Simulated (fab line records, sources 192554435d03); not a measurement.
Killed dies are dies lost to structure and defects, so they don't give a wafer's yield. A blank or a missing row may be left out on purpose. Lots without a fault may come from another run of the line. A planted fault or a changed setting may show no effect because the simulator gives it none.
fab line records | flow n5_finfet
record lots=6 wafers=18 last_day=17
route steps=1938 shown BEOL_M4@1089 BEOL_M5@1112 PASSIVATION@1936
lots that met no fault: from a run of the same line without faults
start_h: hours from the record's first day to the start of the lot's first wafer shown | wait_h: hours since the lot's step before | " the same as in the row above | L1.1+2: a row that stands for several wafers | - no value, or no start given | * or withheld: withheld | < > ~ a bound
route shown NAME@n: a module of which the file shows steps, and the number in the route of the first | usual: mean/standard deviation of fault-free wafers | same: alike in all rows | chamber/n: place in a boat | sites: the reading at each site | _std_site: their standard deviation | _edge_site: outer sites' mean less inner sites' | radius_mm: how far each site lies from the wafer's centre | mask NAME#n: copy n | behind: the tool/chamber that last shaped the wafer | hold: why the lot was held/for how many hours/how that ended | device: the transistor (n, p or np) that didn't switch | end of line: the same wafers' tests at the end of the route | a step without rows: its recipe alone | killed: dies lost to structure and defects at the first sort, not the wafer's yield | map: a wafer's dies, x killed, . not, _ none there
set.NAME: the setting as run; set.NAME@STEP: as run at that earlier step | model.NAME: the simulator's own value behind a step, which no gauge read
lots at some steps of the route; a table a step, a row a wafer
services: from which hour (start_h, from the record's first day; less than 0 if before it) a tool's chamber was out of use, for how many hours, and why
## steps
# step N5_BEOL_M4_ANNEAL_82
# recipe temp_c=400 time_s=240 ambient=vacuum
# step N5_BEOL_M4_SPUTTER_86
# recipe material=Cu target_thk_a=45 temp_c=-20 chamber_pressure_pa=0.07 power_w=withheld time_s=8.29
# usual substrate_temp_c=-20.00/0.11 throttle_valve_pct=30.2/0.7
# columns lot.wafer tool chamber start_h wait_h substrate_temp_c throttle_valve_pct
L890.2 pvd_sputter-02 - 176.42 0.1 -19.93 30.5
L890.3 " - " " -19.92 29.6
L890.4 " - " " -19.88 30.0
L891.1 pvd_sputter-03 - 194.16 0.1 -20.20 29.3
L891.3 " - " " -19.97 29.8
L891.4 " - " " -19.92 30.2
L902.4 pvd_sputter-02 - 256.36 0.1 -19.83 30.3
L902.5 " - " " -20.03 29.8
L902.6 " - " " -20.00 30.7
L901.2 pvd_sputter-03 - 258.66 0.1 -20.23 30.3
L901.3 " - " " -19.92 29.3
L901.5 " - " " -20.00 30.0
L903.3 pvd_sputter-01 - 263.37 0.1 -19.99 29.1
L903.5 " - " " -19.84 30.6
L903.6 " - " " -19.92 30.8
L909.1 pvd_sputter-02 - 294.60 0.1 -19.98 30.5
L909.2 " - " " -19.94 31.5
L909.3 " - " " -20.02 30.0
# step N5_BEOL_M4_ANNEAL_87
# recipe temp_c=400 time_s=240 ambient=vacuum
# step N5_BEOL_M4_SPUTTER_88
# recipe material=Cu target_thk_a=45 temp_c=-20 chamber_pressure_pa=0.07 power_w=withheld time_s=8.29
# step N5_BEOL_M4_ANNEAL_89
# recipe temp_c=400 time_s=240 ambient=vacuum
# usual heater_power_w=829/93
# columns lot.wafer tool chamber start_h wait_h heater_power_w
L890.2 pvd_sputter-02 - 176.72 0.0 708
L890.3 " - " " 935
L890.4 " - " " 730
L891.1 pvd_sputter-03 - 194.46 0.0 844
L891.3 " - " " 778
L891.4 " - " " 809
L902.4 pvd_sputter-02 - 256.66 0.0 724
L902.5 " - " " 713
L902.6 " - " " 702
L901.2 pvd_sputter-03 - 258.96 0.0 813
L901.3 " - " " 840
L901.5 " - " " 762
L903.3 pvd_sputter-01 - 263.71 0.0 754
L903.5 " - " " 814
L903.6 " - " " 893
L909.1 pvd_sputter-02 - 294.90 0.0 695
L909.2 " - " " 820
L909.3 " - " " 736
# step N5_BEOL_M4_SPUTTER_90
# recipe material=Cu target_thk_a=45 temp_c=-20 chamber_pressure_pa=0.07 power_w=withheld time_s=8.29
# usual substrate_temp_c=-20.00/0.098 throttle_valve_pct=30.3/0.7
# columns lot.wafer tool chamber start_h wait_h substrate_temp_c throttle_valve_pct
L890.2 pvd_sputter-02 - 176.86 0.1 -20.03 30.7
L890.3 " - " " -19.97 29.9
L890.4 " - " " -20.06 30.0
L891.1 pvd_sputter-03 - 194.60 0.1 -19.98 29.2
L891.3 " - " " -19.79 29.6
L891.4 " - " " -20.04 30.4
L902.4 pvd_sputter-02 - 256.80 0.1 -19.96 29.8
L902.5 " - " " -20.05 30.0
L902.6 " - " " -20.00 30.6
L901.2 pvd_sputter-03 - 259.10 0.1 -19.92 30.5
L901.3 " - " " -19.94 29.3
L901.5 " - " " -19.81 29.9
L903.3 pvd_sputter-01 - 263.86 0.1 -20.06 29.2
L903.5 " - " " -20.11 31.1
L903.6 " - " " -20.05 30.8
L909.1 pvd_sputter-02 - 295.04 0.1 -20.01 30.9
L909.2 " - " " -20.04 31.4
L909.3 " - " " -20.12 30.0
# step N5_BEOL_M4_ANNEAL_91
# recipe temp_c=400 time_s=240 ambient=vacuum
# step N5_BEOL_M4_SPUTTER_92
# recipe material=Cu target_thk_a=45 temp_c=-20 chamber_pressure_pa=0.07 power_w=withheld time_s=8.29
# step N5_BEOL_M4_ANNEAL_93
# recipe temp_c=400 time_s=240 ambient=vacuum
# step N5_BEOL_M4_SPUTTER_94
# recipe material=Cu target_thk_a=45 temp_c=-20 chamber_pressure_pa=0.07 power_w=withheld time_s=8.29
# step N5_BEOL_M4_ANNEAL_95
# recipe temp_c=400 time_s=240 ambient=vacuum
# step N5_BEOL_M4_SPUTTER_96
# recipe material=Cu target_thk_a=45 temp_c=-20 chamber_pressure_pa=0.07 power_w=withheld time_s=8.29
# step N5_BEOL_M4_ECD_50
# recipe material=Cu target_thk_a=3000
# columns lot.wafer tool chamber start_h wait_h
L890.2+3+4 ecd_cu-02 1,0,1 177.64 0.1
L891.1+3+4 ecd_cu-01 0,0,1 195.38 0.1
L902.4+5+6 ecd_cu-02 1,0,1 257.60 0.1
L901.2+3+5 ecd_cu-02 0 259.88 0.1
L903.3+5+6 ecd_cu-01 1,0,1 264.75 0.1
L909.1+2+3 ecd_cu-01 1,0,1 295.81 0.1
# step N5_BEOL_M4_ANNEAL_51
# recipe temp_c=225 time_s=90 ambient=N2
# usual wafer_temp_C_max=226.3/0.51
# columns lot.wafer tool chamber start_h wait_h wafer_temp_C_max
L890.2 rtp_anneal-02 0 177.76 0.1 226.6
L890.3 " 0 " " 226.8
L890.4 " 0 " " 226.8
L891.1 rtp_anneal-02 0 195.46 0.1 226.6
L891.3 " 0 " " 226.7
L891.4 " 0 " " 226.3
L902.4 rtp_anneal-02 0 257.79 0.2 226.3
L902.5 " 0 " " 226.7
L902.6 " 0 " " 226.6
L901.2 rtp_anneal-01 0 260.00 0.1 226.2
L901.3 " 0 " " 225.8
L901.5 " 0 " " 226.2
L903.3 rtp_anneal-01 0 264.90 0.1 225.4
L903.5 " 0 " " 225.5
L903.6 " 0 " " 225.5
L909.1 rtp_anneal-02 0 295.89 0.1 226.3
L909.2 " 0 " " 226.7
L909.3 " 0 " " 227.2
# step N5_BEOL_M4_CMP_52
# recipe stop_on=SiOC t_overpolish_s=6.8 down_force_psi=1 platen_rpm=50 clearing_platen_down_force_psi=1.5 clearing_platen_rpm=50 post_cmp_clean=cu_alkaline target_thk_nm=40 clearing_platen_pad_velocity_m_s=0.99484 pad_velocity_m_s=0.99484
# step N5_BEOL_M4_THK_MEAS_53
# recipe thk_meas_gauge=xrf reads=Cu_of_BEOL_M4_ECD_50
# usual M4_THK=39.6/1.8
# columns lot.wafer tool chamber start_h wait_h M4_THK[nm]
L890.2 film_metro-02 - 178.32 - 41.3
L890.3 " - " " 39.5
L890.4 " - " " 42.3
L891.1 film_metro-01 - 196.06 - 38.7
L891.3 " - " " 40.3
L891.4 " - " " 38.2
L902.4 film_metro-01 - 258.25 - 41.8
L902.5 " - " " 39.2
L902.6 " - " " 37.8
L901.2 film_metro-02 - 260.55 - 42.6
L901.3 " - " " 39.0
L901.5 " - " " 41.1
L903.3 film_metro-01 - 265.41 - 39.1
L903.5 " - " " 41.0
L903.6 " - " " 41.6
L909.1 film_metro-02 - 296.48 - 41.4
L909.2 " - " " 39.7
L909.3 " - " " 39.8
# step N5_BEOL_M4_PRE_CLEAN_60
# recipe gas=NH3/H2 time_s=15 temp_c=* rf_power_w=300
# step N5_BEOL_M4_CO_CAP_55
# recipe material=Co target_thk_a=20 temp_c=200 precursor=CCTBA/H2 pressure_torr=30 time_s=102.1
# step N5_BEOL_M4_PRE_CLEAN_56
# recipe gas=NH3 time_s=15 temp_c=withheld rf_power_w=300
# step N5_BEOL_M4_DEP_57
# recipe material=SiCN target_thk_a=80 temp_c=withheld precursor=3MS/NH3 pressure_torr=3 rf_w=202 time_s=14
# usual showerhead_plenum_p_Torr=3.667/0.018 throttle_valve_pct=9.0/0.39
# columns lot.wafer tool chamber start_h wait_h showerhead_plenum_p_Torr throttle_valve_pct
L890.2 pecvd-01 0 178.52 0.0 3.661 9.6
L890.3 " 1 " " 3.661 10.0
L890.4 " 1 " " 3.670 9.7
L891.1 pecvd-03 0 196.25 0.0 3.655 8.7
L891.3 " 2 " " 3.676 8.6
L891.4 " 1 " " 3.653 8.4
L902.4 pecvd-03 1 258.46 0.0 3.653 8.7
L902.5 " 0 " " 3.663 8.7
L902.6 " 2 " " 3.678 8.7
L901.2 pecvd-01 2 260.76 0.0 3.638 8.8
L901.3 " 1 " " 3.665 9.8
L901.5 " 1 " " 3.676 10.0
L903.3 pecvd-02 2 265.60 0.0 3.697 9.2
L903.5 " 0 " " 3.674 8.6
L903.6 " 1 " " 3.679 9.3
L909.1 pecvd-02 2 296.73 0.0 3.702 8.8
L909.2 " 0 " " 3.667 8.7
L909.3 " 1 " " 3.671 9.2
# step N5_BEOL_M4_RS_MEAS_58
# recipe thk_meas_gauge=four-point-probe reads=Co_of_BEOL_M4_CO_CAP_55+Cu_of_BEOL_M4_ECD_50+Co_of_BEOL_M4_CVD_47+TaN_of_BEOL_M4_ALD_84
# usual M4_RS=0.69/0.04
# columns lot.wafer tool chamber start_h wait_h M4_RS[ohm/sq]
L890.2 film_metro-02 - 178.58 0.1 0.65
L890.3 " - " " 0.69
L890.4 " - " " 0.63
L891.1 film_metro-02 - 196.32 0.0 0.70
L891.3 " - " " 0.66
L891.4 " - " " 0.71
L902.4 film_metro-02 - 258.51 0.0 0.63
L902.5 " - " " 0.69
L902.6 " - " " 0.72
L901.2 film_metro-01 - 260.83 0.1 0.63
L901.3 " - " " 0.70
L901.5 " - " " 0.66
L903.3 film_metro-02 - 265.67 0.1 0.70
L903.5 " - " " 0.66
L903.6 " - " " 0.65
L909.1 film_metro-01 - 296.80 0.0 0.64
L909.2 " - " " 0.69
L909.3 " - " " 0.68
# step N5_BEOL_M4_RC_MEAS_101
# usual DIBL_N=36.5/2.2 DIBL_P=36.9/2.9 IOFF_N=0.17/0.044 IOFF_P=0.22/0.052 ION_N=671/16 ION_P=461/10 SS_N=71.6/0.73 SS_P=73.5/0.79 VT_N=250/4.1 VT_P=-250/4.1
# columns lot.wafer tool chamber start_h wait_h DIBL_N[mV/V] DIBL_P[mV/V] IOFF_N[nA/um] IOFF_P[nA/um] ION_N[uA/um] ION_P[uA/um] SS_N[mV/dec] SS_P[mV/dec] VT_N[mV] VT_P[mV]
L890.2 prober-01 0 178.79 0.2 33.2 33.3 0.11 0.14 671 456 70.3 72.2 254 -258
L890.3 " 0 " " 31.7 33.4 0.09 0.14 645 451 69.8 72.1 259 -257
L890.4 " 0 " " 34.6 33.1 0.12 0.13 650 444 71.3 72.3 257 -260
L891.1 prober-02 0 196.37 0.0 34.3 33.6 0.11 0.16 662 454 71.5 72.3 253 -252
L891.3 " 0 " " 39.4 41.3 0.24 0.30 691 467 72.9 73.6 245 -245
L891.4 " 0 " " 34.4 34.4 0.12 0.19 660 456 70.8 73.4 253 -251
L902.4 prober-02 0 259.03 0.5 38.6 40.0 0.23 0.27 699 472 72.3 73.7 245 -246
L902.5 " 0 " " 37.7 37.5 0.20 0.23 671 457 72.1 74.2 247 -246
L902.6 " 0 " " 38.1 40.1 0.22 0.29 689 473 71.1 74.0 245 -243
L901.2 prober-01 0 261.03 0.2 38.5 38.8 0.19 0.25 689 468 71.5 73.4 249 -248
L901.3 " 0 " " 36.3 35.6 0.15 0.17 661 452 71.4 73.6 252 -252
L901.5 " 0 " " 32.8 31.6 0.10 0.13 649 450 69.6 72.7 255 -257
L903.3 prober-02 0 266.20 0.5 40.5 42.5 0.27 0.32 706 478 72.1 74.8 240 -245
L903.5 " 0 " " 35.2 33.9 0.14 0.17 676 462 71.5 72.1 252 -254
L903.6 " 0 " " 36.8 37.8 0.18 0.23 692 468 71.5 73.2 247 -252
L909.1 prober-02 0 296.85 0.0 38.8 40.5 0.21 0.25 686 460 72.5 73.7 245 -250
L909.2 " 0 " " 36.8 38.2 0.19 0.23 680 465 71.8 73.5 244 -248
L909.3 " 0 " " 37.6 38.7 0.19 0.23 680 464 71.8 73.1 246 -248
# step N5_BEOL_M5_ILD_DEP_00
# recipe material=SiCOH_lowk target_thk_a=1406.4 temp_c=300 precursor=DEMS/porogen pressure_torr=5 rf_w=500 time_s=25.9
# step N5_BEOL_M5_CURE_79
# recipe temp_c=385 time_s=240 ambient=He/Ar material=SiCOH_lowk
# step N5_BEOL_M5_THK_MEAS_01
# recipe reads=SiCOH_lowk_of_BEOL_M5_ILD_DEP_00
# usual M5_ILD_THK=121.3/2
# columns lot.wafer tool chamber start_h wait_h M5_ILD_THK[nm]
L890.2 film_metro-01 - 180.17 0.4 120.8
L890.3 " - " " 121.7
L890.4 " - " " 123.7
L891.1 film_metro-01 - 197.91 0.4 121.7
L891.3 " - " " 120.8
L891.4 " - " " 124.0
L902.4 film_metro-02 - 260.11 0.2 123.1
L902.5 " - " " 123.0
L902.6 " - " " 124.5
L901.2 film_metro-01 - 262.41 0.4 123.3
L901.3 " - " " 120.9
L901.5 " - " " 124.4
L903.3 film_metro-02 - 267.43 0.3 120.5
L903.5 " - " " 120.4
L903.6 " - " " 121.1
L909.1 film_metro-01 - 298.39 0.4 119.3
L909.2 " - " " 123.2
L909.3 " - " " 120.1
# step N5_BEOL_M5_PECVD_70
# recipe material=SiO2 target_thk_a=160 temp_c=400 precursor=TEOS/O2 pressure_torr=5.5 rf_w=450 teos_flow_sccm=53.8 gas=O2 flow_sccm=3000 time_s=18
# step N5_BEOL_M5_HM_DEP_02
# recipe material=TiN target_thk_a=200 temp_c=25 chamber_pressure_pa=0.49996
# step N5_BEOL_M5_COAT_59
# recipe resist=SOC temp_c=250 time_s=60 spin_rpm=1500 resist_thk_nm=60
# step N5_BEOL_M5_COAT_60
# recipe resist=SiARC temp_c=220 time_s=60 spin_rpm=1500 resist_thk_nm=12
# step N5_BEOL_M5_COAT_71
# recipe resist=underlayer temp_c=205 time_s=60 spin_rpm=1500 resist_thk_nm=5
# step N5_BEOL_M5_COAT_05
# recipe resist=CAR-EUV spin_rpm=1500 resist_thk_nm=30
# step N5_BEOL_M5_EBR_07
# recipe solvent=PGMEA ebr_width_mm=1.5
# step N5_BEOL_M5_SOFTBAKE_06
# recipe temp_c=110 time_s=60 resist=CAR-EUV
# step N5_BEOL_M5_EXPOSE_08
# recipe mask_id=M5 na=0.33 source_shape=annular sigma_inner=0.4 sigma_outer=0.8 polarization=unpolarized target_cd_nm=28 dose_mj=35.75
# step N5_BEOL_M5_PEB_09
# recipe peb_temp_c=100 peb_time_s=60 resist=CAR-EUV
# step N5_BEOL_M5_DEVELOP_10
# recipe develop_time_s=30 developer=TMAH resist=CAR-EUV rinse_liquid=surfactant_rinse dry=air_spin dev_temp_c=23
# step N5_BEOL_M5_CD_MEAS_11
# recipe target_cd_nm=27.74 landing_energy_ev=500 detector=se_inlens
# usual cd_nm=28.02/0.24
# columns lot.wafer tool chamber start_h wait_h cd_nm
L890.2 cd_sem-01 0 181.35 - 27.67
L890.3 " 0 " " 28.27
L890.4 " 0 " " 27.65
L891.1 cd_sem-01 0 199.20 - 27.54
L891.3 " 0 " " 27.89
L891.4 " 0 " " 27.62
L902.4 cd_sem-02 0 261.08 - 28.07
L902.5 " 0 " " 28.16
L902.6 " 0 " " 28.18
L901.2 cd_sem-01 0 264.95 - 27.61
L901.3 " 0 " " 27.78
L901.5 " 0 " " 27.96
L903.3 cd_sem-01 0 268.15 - 27.48
L903.5 " 0 " " 27.94
L903.6 " 0 " " 28.06
L909.1 cd_sem-02 0 301.46 - 27.98
L909.2 " 0 " " 27.72
L909.3 " 0 " " 28.16
# step N5_BEOL_M5_OVL_MEAS_12
# recipe points_per_wafer=522
# usual M5_OVL=-0.5/0.7
# columns lot.wafer tool chamber start_h wait_h M5_OVL[nm]
L890.2 overlay-02 0 181.39 0.0 -0.1
L890.3 " 0 " " -0.1
L890.4 " 0 " " -1.0
L891.1 overlay-02 0 199.23 0.0 -0.5
L891.3 " 0 " " -0.4
L891.4 " 0 " " -0.4
L902.4 overlay-02 0 261.12 0.0 -1.5
L902.5 " 0 " " -0.9
L902.6 " 0 " " -0.9
L901.2 overlay-02 0 264.99 0.0 0.5
L901.3 " 0 " " 0.1
L901.5 " 0 " " 0.0
L903.3 overlay-02 0 268.19 0.0 -1.7
L903.5 " 0 " " -0.3
L903.6 " 0 " " -0.7
L909.1 overlay-02 0 301.50 0.0 0.1
L909.2 " 0 " " 1.1
L909.3 " 0 " " 0.9
# step N5_BEOL_M5_DESCUM_16
# recipe chemistry=O2 time_s=7 source_power_w=50 bias_power_w=20 pressure_mtorr=20 rf_frequency_hz=2.712e+07 temp_c=40 resist=CAR-EUV o2_flow_sccm=225
# step N5_BEOL_M5_ETCH_72
# recipe chemistry=N2/H2 target=underlayer target_depth_a=65 mask_material=CAR-EUV time_s=5.2 ion_energy_ev=200 pressure_mtorr=30 source_w=840 bias_w=150 n2_flow_sccm=200 h2_flow_sccm=200 ends=cleared
# step N5_PASSIVATION_PROBE_49
# usual defect_limited_yield=91.3/1.4 killed_at_M0_to_M3=36/10 killed_at_M4_up=13/5.4 killed_at_contacts=12/5.3 killed_at_front_end=39/10 killed_at_other=3.2/2.7 killed_dies=103/16 killed_on_rim=13/4 killed_open=68/13 killed_short=33/6.6 sort_bin_4_leakage=0.01/0.031 sort_bin_5_function=5.1/0.92 sort_bin_6_memory=3.3/0.68 sort_bin_8_speed=0.1/0.41 sort_n_pass=1077/17
# same gross_dies=1180 killed_at_back_side=0
# columns lot.wafer tool chamber start_h wait_h defect_limited_yield[%] killed_at_M0_to_M3 killed_at_M4_up killed_at_contacts killed_at_front_end killed_at_other killed_dies killed_on_rim killed_open killed_short sort_bin_4_leakage[%] sort_bin_5_function[%] sort_bin_6_memory[%] sort_bin_8_speed[%] sort_n_pass
L890.2 prober-01 - 290.94 0.1 91.6 39 13 10 33 4 99 13 71 25 0 3.7 4.4 0 1081
L890.3 prober-01 - 290.99 0.1 92.1 41 7 6 38 1 93 10 58 32 0 4.7 3.0 0 1087
L890.4 prober-01 - 291.04 0.2 92.7 32 6 11 35 2 86 6 64 21 0 5.3 1.9 0.3 1091
L891.1 prober-02 - 307.74 0.0 92.1 26 22 11 28 6 93 12 67 26 0 4.5 3.2 0 1087
L891.3 prober-02 - 307.84 0.1 91.9 23 9 14 45 5 96 10 63 32 0 4.4 3.6 0 1084
L891.4 prober-02 - 307.89 0.2 90.4 32 22 11 45 3 113 13 81 32 0 5.5 3.6 0 1067
L902.4 prober-01 - 365.76 0.3 59.5 20 415 3 33 7 478 62 59 15 0 25.6 13.1 0 702
L902.5 prober-01 - 365.81 0.4 59.4 40 404 16 17 2 479 62 57 32 0 25.0 13.3 0 701
L902.6 prober-01 - 365.86 0.4 61.0 31 383 7 33 6 460 66 60 26 0 23.2 13.4 0 720
L901.2 prober-02 - 380.85 0.1 60.4 26 390 3 36 12 467 67 62 29 0 22.5 14.2 0.2 713
L901.3 prober-02 - 380.90 0.1 60.7 37 384 7 32 4 464 64 59 29 0 25.5 12.1 0.2 716
L901.5 prober-02 - 381.00 0.2 58.7 38 394 4 49 2 487 67 72 33 0 26.2 12.9 0 693
L903.3 prober-01 - 390.31 0.1 90.8 34 14 9 45 7 109 16 74 35 0.17 6.1 3.0 0 1069
L903.5 prober-01 - 390.41 0.2 91.4 42 12 11 32 5 102 17 73 27 0 5.3 3.1 0 1078
L903.6 prober-01 - 390.46 0.3 92.0 27 15 14 36 2 94 11 60 33 0 4.7 3.1 0 1086
# killed by level:class
L890.2 FIN_SAQP:geometric_particle:open=14 BEOL_M2:geometric_particle:open=13 MOL_CONTACT_COAG:geometric_particle:open=9 BEOL_M3:geometric_particle:open=6 FIN_SAQP:geometric_particle:short=4 BEOL_M0:geometric_particle:short=4 BEOL_M7:geometric_particle:open=4 BEOL_M0_SAQP:geometric_particle:open=3
L890.3 FIN_SAQP:geometric_particle:open=7 BEOL_M0:geometric_particle:short=7 BEOL_M1:geometric_particle:open=7 BEOL_M3:geometric_particle:open=7 STI_FIN_REVEAL:geometric_particle:open=6 DUMMY_GATE:geometric_particle:open=6 BEOL_M2:geometric_particle:open=6 FIN_SAQP:geometric_particle:short=5
L890.4 MOL_CONTACT_COAG:geometric_particle:open=10 BEOL_M0:geometric_particle:open=8 BEOL_M2:geometric_particle:open=7 BEOL_M3:geometric_particle:open=7 FIN_SAQP:geometric_particle:open=6 FIN_SAQP:geometric_particle:short=5 DUMMY_GATE:geometric_particle:open=5 STARTING-WAFER:geometric_particle:short=5
L891.1 BEOL_M4:geometric_particle:open=11 MOL_CONTACT_COAG:geometric_particle:open=9 BEOL_M0_SAQP:geometric_particle:open=8 DUMMY_GATE:geometric_particle:open=6 PASS1_CAP:geometric_particle:short=4 BEOL_M2:geometric_particle:open=4 BEOL_M3:geometric_particle:open=4 STARTING-WAFER:geometric_particle:open=4
L891.3 MOL_CONTACT_COAG:geometric_particle:open=12 STI_FIN_REVEAL:geometric_particle:open=11 FIN_SAQP:geometric_particle:short=7 BEOL_M0_SAQP:geometric_particle:short=6 BEOL_M0_SAQP:geometric_particle:open=6 BEOL_M1:geometric_particle:open=6 ILD0:geometric_particle:open=5 GATE_CUT:geometric_particle:open=4
L891.4 STI_FIN_REVEAL:geometric_particle:open=11 BEOL_M0_SAQP:geometric_particle:short=10 DUMMY_GATE:geometric_particle:open=9 MOL_CONTACT_COAG:geometric_particle:open=9 BEOL_M4:geometric_particle:open=9 FIN_SAQP:geometric_particle:open=6 BEOL_M1:geometric_particle:open=6 BEOL_M0_SAQP:geometric_particle:open=6
L902.4 BEOL_M4:unspecified=399 BEOL_M4:geometric_particle:open=12 BEOL_M0_SAQP:geometric_particle:open=8 FIN_SAQP:geometric_particle:open=6 STI_FIN_REVEAL:geometric_particle:open=6 BEOL_M2:geometric_particle:open=5 HKMG_FIN:area_etch=5 DUMMY_GATE:geometric_particle:open=3
L902.5 BEOL_M4:unspecified=388 BEOL_M0_SAQP:geometric_particle:short=13 MOL_CONTACT_COAG:geometric_particle:open=10 FIN_SAQP:geometric_particle:open=8 BEOL_M0_SAQP:geometric_particle:open=8 BEOL_M3:geometric_particle:open=8 BEOL_M2:geometric_particle:open=7 MOL_CONTACT_COAG:geometric_particle:short=6
L902.6 BEOL_M4:unspecified=370 FIN_SAQP:geometric_particle:open=16 BEOL_M0_SAQP:geometric_particle:short=8 BEOL_M0_SAQP:geometric_particle:open=7 MOL_CONTACT_COAG:geometric_particle:open=6 BEOL_M4:geometric_particle:open=6 FIN_SAQP:geometric_particle:short=5 BEOL_M3:geometric_particle:open=5
L901.2 BEOL_M4:unspecified=373 FIN_SAQP:geometric_particle:open=11 MIM_TOP_ETCH:geometric_particle:open=9 FIN_SAQP:geometric_particle:short=8 BEOL_M2:geometric_particle:open=7 BEOL_M4:geometric_particle:open=7 STI_FIN_REVEAL:geometric_particle:open=6 BEOL_M0_SAQP:geometric_particle:short=5
L901.3 BEOL_M4:unspecified=374 FIN_SAQP:geometric_particle:open=11 BEOL_M0_SAQP:geometric_particle:short=9 BEOL_M0_SAQP:geometric_particle:open=9 BEOL_M2:geometric_particle:open=7 FIN_SAQP:geometric_particle:short=6 MOL_CONTACT_COAG:geometric_particle:open=6 BEOL_M4:geometric_particle:open=6
L901.5 BEOL_M4:unspecified=380 FIN_SAQP:geometric_particle:open=13 FIN_SAQP:geometric_particle:short=12 BEOL_M3:geometric_particle:open=10 BEOL_M1:geometric_particle:open=9 STI_FIN_REVEAL:geometric_particle:open=7 GATE_CUT:geometric_particle:short=6 BEOL_M2:geometric_particle:open=6
L903.3 DUMMY_GATE:geometric_particle:open=12 BEOL_M3:geometric_particle:open=11 BEOL_M4:geometric_particle:open=8 BEOL_M0_SAQP:geometric_particle:open=7 FIN_SAQP:geometric_particle:short=5 STI_FIN_REVEAL:geometric_particle:open=5 MOL_CONTACT_COAG:geometric_particle:open=5 BEOL_M0_SAQP:geometric_particle:short=5
L903.5 BEOL_M0:geometric_particle:open=12 MOL_CONTACT_COAG:geometric_particle:open=8 BEOL_M2:geometric_particle:open=8 BEOL_M4:geometric_particle:open=6 GATE_CUT:geometric_particle:open=5 BEOL_M0_SAQP:geometric_particle:open=5 ILD0:geometric_particle:open=4 BEOL_M1:geometric_particle:open=4
L903.6 MOL_CONTACT_COAG:geometric_particle:open=11 FIN_SAQP:geometric_particle:short=10 STI_FIN_REVEAL:geometric_particle:open=6 BEOL_M0_SAQP:geometric_particle:short=6 BEOL_M0_SAQP:geometric_particle:open=5 FIN_SAQP:geometric_particle:open=4 ILD0:geometric_particle:open=4 BEOL_M1:geometric_particle:open=4
# map L901.5 (x killed, . not)
_________________x...x.xx..x.________________
______________..x..x...x.xxx.xxx_____________
___________......x.x...xx...x..x.x.__________
__________xxx...x.xx.x....xxx......._________
________x.xxxx....x.x.....xx..xx...x.._______
_______.xx......xx.x.x...x.x.....xxx..x______
______xx.x.x.x.xx.....x....x.xx...x...x._____
_____..x.xxx....xxxx.x...x.xx..xx.x...xxx____
____.x..xxx..x.xxx.xx..x.x...x....xx......___
___...x.x..xxxxx.x....xx..xx.x.x.xxx..xx...__
___..xxxx.x..x.xx.x..x.x.x..x.xxxx...x...x.__
__.x..x..x..x.xxx..x.xx.xxxx...x...x.xx.xxx._
__.xx...xxx.x.xx..xxxx..xx....xx..xxx.xxx..x_
_.x...x...x.x..xx..x.x.......x.x........xxxx.
_x...x...x...x.x...xx...xx...x..x..x..x..x..x
_........x.xx..x....x...x.xxxxxx.x....x..x..x
_..x.xxxxx.x.xx.xxx.x.x.x...x.xx...xx.x......
_xxx..xx....x....xx...xx...x.x.xxx...xx.x....
_.x.x...x....x..xxx.......xx.xxx.x.x.x.x...x.
_x..x...x.x..xx.xxxx.xxx...xx.xxx..x.........
_xxx..x..x.xxxx..xx..xx.x......x.x.x.x.xx.xxx
__.x......xx...x.....x.x..xx..x......x......_
__x...x...xx...x......x.x...xx..xx..xx......_
___.x..xx..x.x.xx...x.x...x.x..xx...xx..x.x__
___..x..x.x.x.x.x...x..xx.xxxx.x..xx.xx..xx__
____xxx.x...x...xx..x...x..xx..x..x.......___
_____.x.x..x..xx.x..x..xx.x......x..x....____
______x.x....x.xxxxxx........x.x.x..xxxx_____
_______xx.xx.xxx..x........xx.xx..x.x..______
________.xx.x..x...xxxx..x...x....xx.._______
__________x.xx...xxxx.x..x...x..x..x_________
___________..xx.x.....x.x....xx...x__________
______________....xxx....xx...xx_____________
_________________xxx.xxx....x________________
# map L902.5 (x killed, . not)
_________________x....x.xx...________________
______________.x.......x.x..x.x._____________
___________xxx..x......xx..xx.x.x..__________
__________.x.....xx..x.xxx.x.x...xx._________
________xx....x....xx.xx.x.x..xxx...x._______
_______...xxx.xxxx..x.x.....xx.x..x..x.______
______x.xx.....x...x..x.xxx.x.x....x...._____
_____x.x..x.xxxxx.xx.x.xxxx..x.xxx.x.....____
____xx..x..xx.xxx.xxxxxxx....xxxx.xxx...xx___
___...x..xxxx....xxx..x....xxx..xx.x.x...x.__
___x.x....xx...xx..x....xxx........xx.x.xx.__
__....xx.x.x...x...x.xx.xx.xxx..xx..xx.x.x.._
__xx.....xxx.....xxxxx.xx....x.....x...x.x.._
_...x.xx....xxx.xxx.....x.x....xxx...xx...x..
_....x...x.xxxx.....x.x..xxxxxx.....x....x..x
_.x.x..x..xx....x..x.x.xxx.x.....xx...x...xx.
_x.x..xx.x.......x...x.x...xx..x.x..xxx..x...
_x.xx....x.x.....x.xx..xx...xx.xxx..x.x...xx.
_..x..x.xxxxx......xxx.xxx.x........x.x.x....
_.....x..x..xx.x..xx..xxx...x....xxx...xx..x.
_xxxx.xx.x..x.x.x.xx..x.......x..x.xx..xxxxxx
__......x.......x..x..xxx.xx.x...xx....x...._
__...xxx..x....xx...x.x....xx.xxx......x..x._
___x.xx......x...xx.......xx...xx......xxxx__
___xx......xx.x...x......x.........x.....x.__
____x...x..x.x...x.xx.xxx...x..xx.x.......___
_____.x.xxxxxxxxx..xx.....xxx..xxx...x.x.____
______...x..xx.x..x....x..x.x..x..xxxx.x_____
_______x.xx.xxxx.xxxx.xxx..x...xx.x....______
________....xxx.........x..x.......xx._______
__________xx.....xxx.xx..x........xx_________
___________x...x.x..x..x.xxxx..x..x__________
______________xxx...x....x.x..x._____________
_________________..x..x.x.xx.________________
## services
# columns tool chamber start_h hours kind
pecvd-01 0 166.11 2.1 scheduled_down
pecvd-03 0 179.35 5.6 repair
pecvd-03 - 190.15 1.2 repair
pecvd-02 2 203.28 2.1 scheduled_down
pecvd-02 0 204.42 9.0 repair
pecvd-03 0 228.65 2.3 repair
pecvd-03 1 229.50 2.1 scheduled_down
pecvd-02 1 230.84 14.9 repair
pecvd-01 1 233.56 22.8 repair
pecvd-03 1 267.27 5.5 scheduled_down
## key
first_sign step=N5_PASSIVATION_PROBE_49 reading=killed_at_M4_up direction=up sigmas=71 usual=13 struck=395
effect step=N5_PASSIVATION_PROBE_49 reading=defect_limited_yield direction=down sigmas=23 usual=91.3 struck=60.0
more_kills_born_at N5_BEOL_M4_ECD_50@ecd_cu-02=2284
met_at N5_BEOL_M4_ECD_50
struck_wafers L901.2,L901.3,L901.5,L902.4,L902.5,L902.6
onset_between 177.64 257.60
fault kind=chamber_particle_source tool=ecd_cu-02 chamber=- onset_h=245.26 steps=N5_BEOL_M4_ECD_50 rate_per_visit_cm2=0.76205 end_h=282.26
